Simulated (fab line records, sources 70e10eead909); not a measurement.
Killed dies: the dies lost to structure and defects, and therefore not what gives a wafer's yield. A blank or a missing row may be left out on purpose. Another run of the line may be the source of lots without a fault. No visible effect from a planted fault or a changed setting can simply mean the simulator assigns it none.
A struck lot beside a sound one -- flow nand harc -- 14 steps out of a route of 1159
Sound: these wafers, L851.1, L851.2, L851.5. Wafers L862.2, L862.3, L862.6 were the ones struck. The cause comes at the end.
Each step with rows lists, per side, the tool, then ch with its chambers, then its first start. Under that, the readings that differ: sound wafers -- struck wafers -- difference of the means -- sigmas: that difference in standard deviations of wafers without a fault.
alike: a reading whose means differ by less than 2 such deviations, as well as words and numbers matching on both sides. not compared: withheld readings; readings where some wafer has no value; bounds like >300 that might hide an equal value; numbers whose values overlap and for which the record gives no deviation.
Wherever a step has rows on one side only, a row that says differs or no value, or a row with sigmas, the two part there. When numbers do not overlap yet have no deviation, they are printed without sigmas and do not part them. Lack of a reading on every wafer of one side parts them only where that side has two or more wafers.

NHARC_P_GATE_STRIP_95: strips in O2.
  sound on plasma asher-01 ch 0,1, day 6 05:14; struck on plasma asher-02 ch 1, day 9 11:21
  alike: drypump motor current A, heater power w
  not compared: rf hours counter h
then, 1 step without rows for these wafers: NHARC_P_GATE_STRIP_96 (strips in SPM, time 900 s).
NHARC_P_GATE_RTA_64: time 1 s.
  sound on rtp anneal-01 ch 0, day 6 05:49; struck on rtp anneal-01 ch 0, day 9 11:56
  alike: anneal temp c max, lamp power pct, lamp_zone_4_pct, wafer_temp_C_max
then, 1 step without rows for these wafers: NHARC_P_GATE_ETCH_77 (etches SiO2 in dHF, target depth 6 nm).
NHARC_P_GATE_DEGAS_109: time 60 s.
  sound on pvd sputter-03, day 6 06:07; struck on pvd sputter-01, day 9 12:13
  alike: heater power w, susceptor temp C
then, 5 steps without rows for these wafers: NHARC_P_GATE_PRE_CLEAN_110 (time 30 s); NHARC_P_GATE_SPUTTER_78 (material Ni, target thk 10 nm); NHARC_P_GATE_SPUTTER_79 (material TiN, target thk 10 nm); NHARC_P_GATE_RTA_80 (time 30 s); NHARC_P_GATE_STRIP_67 (strips in SPM, time 600 s).
NHARC_P_GATE_RTA_82: time 30 s.
  sound on rtp anneal-02 ch 0, day 6 06:56; struck on rtp anneal-02 ch 0, day 9 13:11
  alike: anneal temp c max, lamp power pct, lamp_zone_4_pct, wafer_temp_C_max
NHARC_P_GATE_INSPECT_68:
  sound on defect inspect-01, day 6 07:08; struck on defect inspect-02, day 9 13:30
  alike: raw defect count
NHARC_P_CONTACT_DEP_30: deposits SiNx, target thk 30 nm.
  sound on pecvd-02 ch 0,1,2, day 6 07:14; struck on pecvd-01 ch 1,2, day 9 14:02
  alike: heater power w, susceptor temp C
NHARC_P_CONTACT_DEP_00: deposits SiO2, target thk 500 nm.
  sound: pecvd-02 ch 0,1,2; struck: pecvd-01 ch 1,2
reading,sound,struck,difference,sigmas
showerhead vpp V (V),2031 1992 1907,1780 1859 1761,-177,-2
  alike: heater power w, susceptor temp C, throttle valve pct

WHERE THEY PART
At NHARC_P_CONTACT_DEP_00 and nowhere else, as far as this record goes.

WHY: the cause the simulator had injected
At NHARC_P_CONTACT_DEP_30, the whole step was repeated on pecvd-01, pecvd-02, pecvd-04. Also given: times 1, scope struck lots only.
